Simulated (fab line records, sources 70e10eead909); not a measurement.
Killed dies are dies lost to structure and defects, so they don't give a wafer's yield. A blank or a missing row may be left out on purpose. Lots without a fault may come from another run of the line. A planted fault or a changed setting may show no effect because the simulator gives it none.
fab line records | flow nand_harc
record lots=12 wafers=36 last_day=33
route steps=1302 shown P_GATE@151 END@1302
lots that met no fault: from a run of the same line without faults
start_h: hours from the record's first day to the start of the lot's first wafer shown | wait_h: hours since the lot's step before | " the same as in the row above | L1.1+2: a row that stands for several wafers | - no value, or no start given | * or withheld: withheld | < > ~ a bound
route shown NAME@n: a module of which the file shows steps, and the number in the route of the first | usual: mean/standard deviation of fault-free wafers | same: alike in all rows | chamber/n: place in a boat | sites: the reading at each site | _std_site: their standard deviation | _edge_site: outer sites' mean less inner sites' | radius_mm: how far each site lies from the wafer's centre | mask NAME#n: copy n | behind: the tool/chamber that last shaped the wafer | hold: why the lot was held/for how many hours/how that ended | device: the transistor (n, p or np) that didn't switch | end of line: the same wafers' tests at the end of the route | a step without rows: its recipe alone | killed: dies lost to structure and defects at the first sort, not the wafer's yield | map: a wafer's dies, x killed, . not, _ none there
set.NAME: the setting as run; set.NAME@STEP: as run at that earlier step | model.NAME: the simulator's own value behind a step, which no gauge read
steps of the route over a sample of lots; a table a step, a row a wafer
services: from which hour (start_h, from the record's first day; less than 0 if before it) a tool's chamber was out of use, for how many hours, and why
## steps
# step NHARC_P_GATE_CD_MEAS_33
# usual cd_nm=120.5/2.2
# columns lot.wafer tool chamber start_h wait_h cd_nm
L738.1 cd_sem-01 - 101.88 - 119.1
L738.2 " - " " 123.3
L738.3 " - " " 125.2
L737.2 cd_sem-01 - 102.51 - 117.3
L737.5 " - " " 117.8
L737.6 " - " " 119.5
L739.1 cd_sem-02 - 117.14 - 119.8
L739.2 " - " " 119.1
L739.6 " - " " 116.9
L742.3 cd_sem-03 - 146.24 0.1 117.1
L742.4 " - " " 122.1
L742.5 " - " " 121.1
L753.1 cd_sem-01 - 253.29 - 118.6
L753.3 " - " " 120.0
L753.6 " - " " 120.4
L752.1 cd_sem-01 - 253.95 - 123.1
L752.4 " - " " 120.6
L752.5 " - " " 120.3
L755.2 cd_sem-02 - 272.20 - 126.1
L755.3 " - " " 120.9
L755.4 " - " " 123.2
L756.3 cd_sem-03 - 282.59 - 121.5
L756.5 " - " " 120.5
L756.6 " - " " 119.5
L757.1 cd_sem-01 - 298.47 - 120.1
L757.4 " - " " 120.8
L757.5 " - " " 119.6
L758.1 cd_sem-01 - 309.08 - 119.9
L758.5 " - " " 124.7
L758.6 " - " " 120.4
L759.1 cd_sem-02 - 315.88 0.2 116.7
L759.3 " - " " 116.8
L759.5 " - " " 119.3
L760.1 cd_sem-02 - 325.76 - 120.3
L760.3 " - " " 121.6
L760.6 " - " " 120.7
# step NHARC_P_GATE_STRIP_101
# recipe time_s=20 o2_flow_sccm=500 ar_flow_sccm=0 bias_w=0 chemistry=O2
# usual drypump_motor_current_A=5.9/0.42 oes_product_au=1.000/0.011 rf_vpp_V=58.0/0.83 showerhead_plenum_p_Torr=3.59/0.11 throttle_valve_pct=17.036/0.0092
# columns lot.wafer tool chamber start_h wait_h drypump_motor_current_A oes_product_au rf_hours_counter_h rf_vpp_V showerhead_plenum_p_Torr throttle_valve_pct
L737.2 rie_diel-02 1 112.59 0.1 6.1 0.991 4.4 57.1 3.56 17.038
L737.5 " 3 " " 6.2 1.002 - 58.4 3.58 17.032
L737.6 " 0 " " 6.1 1.014 - 57.9 3.71 17.044
L738.3 rie_diel-11 0 113.93 0.1 5.7 0.996 1.4 58.8 3.41 17.035
L738.1 " 1 " " 5.2 0.988 1.4 58.4 3.62 17.050
L738.2 " 2 " " 5.7 0.988 0.9 58.6 3.63 17.046
L739.1 rie_diel-11 1 129.48 0.1 5.1 0.999 2.0 59.4 3.62 17.025
L739.2 " 0 " " 5.7 1.013 2.0 59.3 3.41 17.024
L739.6 " 1 " " 5.2 1.004 - 58.6 3.62 17.034
L742.4 rie_diel-04 2 156.27 0.1 6.5 0.997 6.7 58.5 3.53 17.046
L742.3 " 0 " " 6.1 1.006 5.0 58.8 3.74 17.045
L742.5 " 3 " " 6.0 1.004 - 58.1 3.78 17.036
L753.1 rie_diel-02 2 263.42 0.1 6.1 0.991 3.7 59.1 3.68 17.046
L753.3 " 3 " " 6.1 1.010 3.2 57.8 3.57 17.031
L753.6 " 3 " " 6.1 1.005 - 58.7 3.57 17.031
L752.1 rie_diel-04 0 264.11 0.1 6.1 0.983 3.5 58.6 3.74 17.038
L752.4 " 1 " " 5.0 1.005 4.3 57.9 3.46 17.028
L752.5 " 2 " " 6.5 0.993 - 59.0 3.52 17.036
L755.3 rie_diel-11 2 282.18 0.1 5.7 1.000 0.2 57.0 3.62 17.029
L755.4 " 3 " " 6.4 1.000 0.2 56.9 3.48 17.029
L755.2 " 0 " " 5.7 1.005 0.1 57.0 3.40 17.041
L756.3 rie_diel-11 0 294.88 0.1 5.7 1.004 - 58.5 3.40 17.034
L756.6 " 2 " " 5.7 1.004 - 57.5 3.62 17.025
L756.5 " 0 " " 5.7 1.001 - 57.4 3.40 17.036
L757.1 rie_diel-02 0 308.52 0.1 6.1 1.010 5.0 59.1 3.70 17.046
L757.4 " 0 " " 6.0 1.005 - 57.4 3.70 17.035
L757.5 " 1 " " 6.1 1.012 - 56.8 3.55 17.037
L758.1 rie_diel-11 1 319.20 0.1 5.2 1.007 1.1 57.4 3.61 17.029
L758.6 " 1 " " 5.2 0.995 - 57.3 3.61 17.040
L758.5 " 2 " " 5.7 0.994 - 58.0 3.62 17.030
L759.1 rie_diel-11 1 325.96 0.1 5.1 0.994 1.1 57.7 3.61 17.038
L759.3 " 2 " " 5.7 1.015 2.5 57.9 3.62 17.033
L759.5 " 3 " " 6.4 1.002 - 58.9 3.48 17.029
L760.1 rie_diel-11 0 335.84 0.1 5.7 0.997 3.3 57.6 3.40 17.039
L760.3 " 2 " " 5.7 1.009 2.9 57.2 3.62 17.021
L760.6 " 0 " " 5.7 1.008 - 58.2 3.40 17.028
# step NHARC_P_GATE_EXPOSE_56
# recipe na=0.6 target_cd_nm=720 dose_mj=14.81 mask_id=P_PSD
# columns lot.wafer tool chamber start_h wait_h mask
L737.2+5+6 krf_scanner-01 0 115.13 - P_PSD#0
L739.1+2+6 krf_scanner-04 0 131.90 - P_PSD#0
L742.3+4+5 krf_scanner-01 0 158.80 - P_PSD_R1#0
L738.1+2+3 krf_scanner-01 0 170.10 - P_PSD#0
L753.1+3+6 krf_scanner-03 0 265.70 - P_PSD#0
L752.1+4+5 krf_scanner-01 0 266.63 - P_PSD#0
L755.2+3+4 krf_scanner-04 0 284.73 - P_PSD#0
L756.3+5+6 krf_scanner-03 0 297.41 - P_PSD#0
L757.1+4+5 krf_scanner-03 0 310.95 - P_PSD#0
L758.1+5+6 krf_scanner-04 0 321.73 - P_PSD#0
L759.1+3+5 krf_scanner-04 0 328.42 - P_PSD#0
L760.1+3+6 krf_scanner-04 0 338.23 - P_PSD#0
# step NHARC_P_GATE_CD_MEAS_59
# recipe target_cd_nm=720 landing_energy_ev=500
# usual cd_nm=720.4/1.9
# columns lot.wafer tool chamber start_h wait_h hold cd_nm
L737.2 cd_sem-03 0 115.28 - - 719.6
L737.5 " 0 " " - 719.9
L737.6 " 0 " " - 719.4
L739.1 cd_sem-01 0 132.05 - - 717.3
L739.2 " 0 " " - 721.4
L739.6 " 0 " " - 719.5
L742.3 cd_sem-02 0 158.95 - await_dispo/0.2h/release 698.7
L742.4 " 0 " " await_dispo/0.2h/release 698.4
L742.5 " 0 " " await_dispo/0.2h/release 699.3
L742.3 cd_sem-02 0 - - - 699.0
L742.4 " 0 " " - 699.0
L742.5 " 0 " " - 699.4
L738.1 cd_sem-03 0 170.26 - - 722.9
L738.2 " 0 " " - 722.3
L738.3 " 0 " " - 719.8
L753.1 cd_sem-03 0 265.85 - - 718.8
L753.3 " 0 " " - 719.0
L753.6 " 0 " " - 719.6
L752.1 cd_sem-02 0 266.79 - - 723.2
L752.4 " 0 " " - 720.7
L752.5 " 0 " " - 719.5
L755.2 cd_sem-02 0 284.88 - - 719.5
L755.3 " 0 " " - 723.7
L755.4 " 0 " " - 722.3
L756.3 cd_sem-02 0 297.56 - - 724.2
L756.5 " 0 " " - 721.2
L756.6 " 0 " " - 720.8
L757.1 cd_sem-03 0 311.11 - - 719.6
L757.4 " 0 " " - 722.4
L757.5 " 0 " " - 723.2
L758.1 cd_sem-02 0 321.89 - - 722.3
L758.5 " 0 " " - 719.3
L758.6 " 0 " " - 719.7
L759.1 cd_sem-02 0 328.57 - - 720.4
L759.3 " 0 " " - 718.4
L759.5 " 0 " " - 718.7
L760.1 cd_sem-03 0 338.39 - - 719.1
L760.3 " 0 " " - 721.1
L760.6 " 0 " " - 720.0
# step NHARC_P_GATE_DESCUM_61
# recipe time_s=3 o2_flow_sccm=200 ar_flow_sccm=0 bias_power_w=0 chemistry=O2
# usual drypump_motor_current_A=5.9/0.43 oes_product_au=1.000/0.01 rf_vpp_V=57.9/0.85 showerhead_plenum_p_Torr=1.95/0.061 throttle_valve_pct=11.312/0.0094
# columns lot.wafer tool chamber start_h wait_h drypump_motor_current_A oes_product_au rf_hours_counter_h rf_vpp_V showerhead_plenum_p_Torr throttle_valve_pct
L737.2 rie_diel-02 1 115.48 - 6.1 0.996 4.4 58.2 1.93 11.317
L737.5 " 2 " " 6.1 1.010 - 58.3 2.01 11.319
L737.6 " 3 " " 6.1 1.015 - 58.0 1.94 11.313
L739.1 rie_diel-11 2 132.23 - 5.7 0.991 2.0 58.3 1.97 11.318
L739.2 " 3 " " 6.4 1.009 2.0 59.3 1.89 11.311
L739.6 " 2 " " 5.7 0.994 - 57.3 1.97 11.326
L742.4 rie_diel-02 3 162.71 - 6.1 1.023 5.4 57.9 1.94 11.305
L742.3 " 0 " " 6.0 1.002 6.1 58.6 2.02 11.316
L742.5 " 1 " " 6.1 1.006 - 56.6 1.93 11.317
L738.2 rie_diel-11 1 170.42 - 5.2 0.992 4.1 58.2 1.97 11.290
L738.3 " 3 " " 6.5 0.998 5.1 58.2 1.89 11.315
L738.1 " 0 " " 5.6 1.004 4.7 58.0 1.84 11.299
L753.3 rie_diel-04 0 266.01 - 6.1 0.989 3.5 58.2 2.03 11.300
L753.1 " 1 " " 4.9 1.001 4.3 58.6 1.87 11.328
L753.6 " 0 " " 6.0 0.987 - 58.2 2.03 11.324
L752.4 rie_diel-11 0 266.96 - 5.7 0.993 0 58.1 1.84 11.314
L752.1 " 1 " " 5.2 0.995 0 58.1 1.96 11.300
L752.5 " 0 " " 5.6 0.991 - 56.1 1.84 11.323
L755.2 rie_diel-11 2 285.06 - 5.7 0.998 0.2 58.3 1.97 11.315
L755.3 " 0 " " 5.7 0.997 - 57.2 1.84 11.303
L755.4 " 2 " " 5.7 1.005 - 57.5 1.97 11.302
L756.3 rie_diel-02 2 297.76 - 6.1 0.988 5.9 59.5 2.00 11.313
L756.6 " 3 " " 6.1 1.020 - 57.2 1.94 11.309
L756.5 " 0 " " 6.0 1.005 - 57.7 2.01 11.312
L757.1 rie_diel-02 1 311.27 - 6.1 1.006 5.7 56.7 1.93 11.321
L757.4 " 3 " " 6.1 1.009 - 57.2 1.94 11.305
L757.5 " 0 " " 6.0 1.003 - 57.8 2.01 11.302
L758.1 rie_diel-11 3 322.06 - 6.4 1.001 0.9 57.6 1.88 11.309
L758.5 " 2 " " 5.7 0.998 - 57.7 1.97 11.315
L758.6 " 3 " " 6.4 0.998 - 57.8 1.88 11.324
L759.1 rie_diel-02 3 328.73 - 6.1 1.003 7.2 57.3 1.94 11.317
L759.3 " 0 " " 6.0 1.004 7.1 57.0 2.01 11.315
L759.5 " 3 " " 6.1 1.013 - 57.4 1.94 11.316
L760.1 rie_diel-11 2 338.56 - 5.7 1.006 3.0 58.7 1.97 11.322
L760.3 " 3 " " 6.4 0.993 1.7 57.9 1.88 11.311
L760.6 " 2 " " 5.7 1.005 - 57.5 1.97 11.299
# step NHARC_END_SORT_01
# recipe temp_c=25
# usual killed_at_array=55/22 killed_at_other=1.1/1.4 killed_at_periphery=4/3.2 killed_dies=59/22 killed_open=3.3/1.8 killed_short=2.5/1.5
# same gross_dies=677
# columns lot.wafer tool chamber start_h wait_h killed_at_array killed_at_other killed_at_periphery killed_dies killed_open killed_short
L742.4 prober-01 0 610.33 3.4 47 3 1 51 3 3
L742.5 prober-01 0 611.12 3.7 46 0 0 46 1 5
# killed by level:class
L742.4 A_SLIT:chamber_film_flake=24 A_CHANNEL_HOLE_D2:chamber_film_flake=8 THIN_TSV:chamber_film_flake=3 A_ZERO_WELL:chamber_film_flake=2 A_CHANNEL_HOLE_D1:chamber_film_flake=2 A_DECK1_JOINT:chamber_film_flake=2 A_STAIRCASE:chamber_film_flake=2 P_M0:geometric_particle:open=1
L742.5 A_SLIT:chamber_film_flake=30 A_CHANNEL_HOLE_D2:chamber_film_flake=4 A_STAIRCASE:chamber_film_flake=3 A_ONON_D1:geometric_particle:short=1 A_CHANNEL_FILL_D1:geometric_particle:short=1 A_CHANNEL_FILL_D2:geometric_particle:short=1 A_WL_FILL:geometric_particle:short=1 A_M0:geometric_particle:open=1
## services
# columns tool chamber start_h hours kind
krf_scanner-04 - 121.16 1.1 repair
krf_scanner-01 - 140.03 4.0 pm
rie_diel-11 - 140.23 0.4 repair
rie_diel-11 0 144.15 2.5 repair
rie_diel-04 - 150.49 0.3 repair
rie_diel-04 0 160.06 3.8 repair
rie_diel-04 0 177.21 5.0 repair
rie_diel-04 - 177.90 9.0 pm
krf_scanner-04 - 182.00 4.0 pm
krf_scanner-01 - 190.75 22.3 repair
rie_diel-04 - 195.30 0.2 repair
krf_scanner-04 - 215.07 33.3 repair
rie_diel-02 - 216.70 9.0 pm
krf_scanner-03 - 224.00 4.0 pm
rie_diel-11 - 255.50 9.0 pm
krf_scanner-04 - 259.44 1.0 repair
rie_diel-02 1 270.43 9.6 repair
rie_diel-11 1 282.20 18.1 repair
rie_diel-11 3 283.33 15.0 repair
krf_scanner-04 - 287.12 7.4 repair
rie_diel-02 2 301.24 22.0 repair
rie_diel-11 - 311.40 2.0 repair
krf_scanner-01 - 312.03 4.0 pm
krf_scanner-01 - 325.24 1.3 repair
## key
first_sign step=NHARC_P_GATE_EXPOSE_56 reading=mask direction=changed
effect step=NHARC_P_GATE_CD_MEAS_59 reading=visit direction=added
effect step=NHARC_P_GATE_CD_MEAS_59 reading=cd_nm direction=down sigmas=12 usual=720.4 struck=698.8
met_at NHARC_P_GATE_EXPOSE_56
struck_lots L742
tester_left_out L742
not_acting_at NHARC_P_GATE_CD_MEAS_33,NHARC_P_GATE_STRIP_101,NHARC_P_GATE_DESCUM_61
onset_between 115.13 158.80
fault kind=wrong_mask tool=any chamber=- onset_h=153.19 steps=NHARC_P_GATE_EXPOSE_56 aux_copy=P_PSD_R1#0 cd_offset_nm=-21.39 scope=struck_lots_only
# tester_left_out: of these lots the tester's yield and bins aren't shown, on N5 and GAA mostly nor the transistor test; their killed dies are dies lost to structure and defects alone, not to doping, threshold or leakage, so they don't give the yield
